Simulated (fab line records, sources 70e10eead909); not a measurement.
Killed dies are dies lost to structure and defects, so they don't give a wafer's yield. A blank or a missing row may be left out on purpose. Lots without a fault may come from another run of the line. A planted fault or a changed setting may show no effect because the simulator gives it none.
Chamber matching | flow nand_harc | NHARC_A_CONTACT_ETCH_90 on rie_diel-07: 4 sister chambers
The step etches the open film in CH3F/O2, target depth 40 nm, time 85.7 s. 4 wafers are shown with their chamber, then 10 later ones without.

WAFERS WITH THEIR CHAMBER
wafer  | chamber | showerhead_plenum_p_Torr (Torr)
L089.4 | 3       | 2.59
L089.3 | 2       | 2.34
L093.2 | 0       | 2.50
L093.3 | 1       | 2.59

WAFERS WITHOUT THEIR CHAMBER
wafer  | showerhead_plenum_p_Torr (Torr)
L093.6 | 2.50
L093.1 | 2.58
L093.4 | 2.34
L093.5 | 2.59
L096.1 | 2.59
L096.2 | 2.58
L096.5 | 2.58
L096.3 | 2.49
L096.4 | 2.33
L096.6 | 2.49

WHICH CHAMBER EACH WENT THROUGH
wafer  | from the rows above     | in truth
L093.6 | 0                       | 0
L093.1 | can't be placed: 1 or 3 | 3
L093.4 | 2                       | 2
L093.5 | can't be placed: 1 or 3 | 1
L096.1 | can't be placed: 1 or 3 | 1
L096.2 | can't be placed: 1 or 3 | 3
L096.5 | can't be placed: 1 or 3 | 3
L096.3 | 0                       | 0
L096.4 | 2                       | 2
L096.6 | 0                       | 0
Placed correctly: 5 of 10. Can't be placed from these rows: 5 (the true chamber is among the candidates in 5). Placed wrongly: 0.
How it was worked out, from the rows above alone: a wafer's distance from a chamber is the root of the sum, over the readings, of the square of ((its reading less the chamber's mean) divided by the reading's scatter). The wafer belongs to the nearest chamber; if the next one is less than 2 further off, it can't be placed. A chamber's mean is the mean of its shown wafers. The scatter: with one shown wafer a chamber, the root of the mean of the squares of how far each hidden wafer lies from its nearest shown one.
